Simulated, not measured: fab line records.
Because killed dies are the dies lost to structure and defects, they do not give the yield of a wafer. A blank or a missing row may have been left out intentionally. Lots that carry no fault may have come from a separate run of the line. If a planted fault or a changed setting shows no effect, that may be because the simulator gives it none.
Chamber matching    flow n5_finfet    N5_BEOL_M7_PECVD_70 on pecvd-01: 3 sister chambers
The step deposits SiO2 from TEOS/O2, target thk 20 nm, time 22.7 s. 3 wafers are shown with their chamber, then 12 later ones without.

WAFERS PAIRED WITH THEIR CHAMBERS
wafer   chamber  throttle_valve_pct (%)
L088.4  1        21.7
L090.4  0        23.8
L090.5  2        22.7

WAFERS WHOSE CHAMBER IS MISSING
wafer   throttle_valve_pct (%)
L092.1  23.7
L092.2  21.7
L092.5  23.6
L094.1  21.8
L094.2  23.6
L094.4  22.1
L097.1  23.7
L097.4  21.7
L097.6  22.5
L096.2  21.6
L096.5  23.6
L096.6  21.8

THE CHAMBER EACH PASSED THROUGH
wafer   from the rows above      in truth
L092.1  0                        0
L092.2  1                        1
L092.5  0                        0
L094.1  1                        1
L094.2  0                        0
L094.4  can't be placed: 1 or 2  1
L097.1  0                        0
L097.4  1                        1
L097.6  2                        2
L096.2  1                        1
L096.5  0                        0
L096.6  1                        1
11 of 12 placed correctly. Can't be placed from these rows: 1 (the true chamber is among the candidates in 1). 0 placed wrongly.
How it was worked out, from the rows above alone: a wafer's distance from a chamber is the root of the sum, over the readings, of the square of ((its reading less the chamber's mean) divided by the reading's scatter). The wafer belongs to the nearest chamber; if the next one is less than 2 further off, it can't be placed. For every chamber, the mean is computed from those of its wafers that are shown. The scatter: with one shown wafer a chamber, the root of the mean of the squares of how far each hidden wafer lies from its nearest shown one.
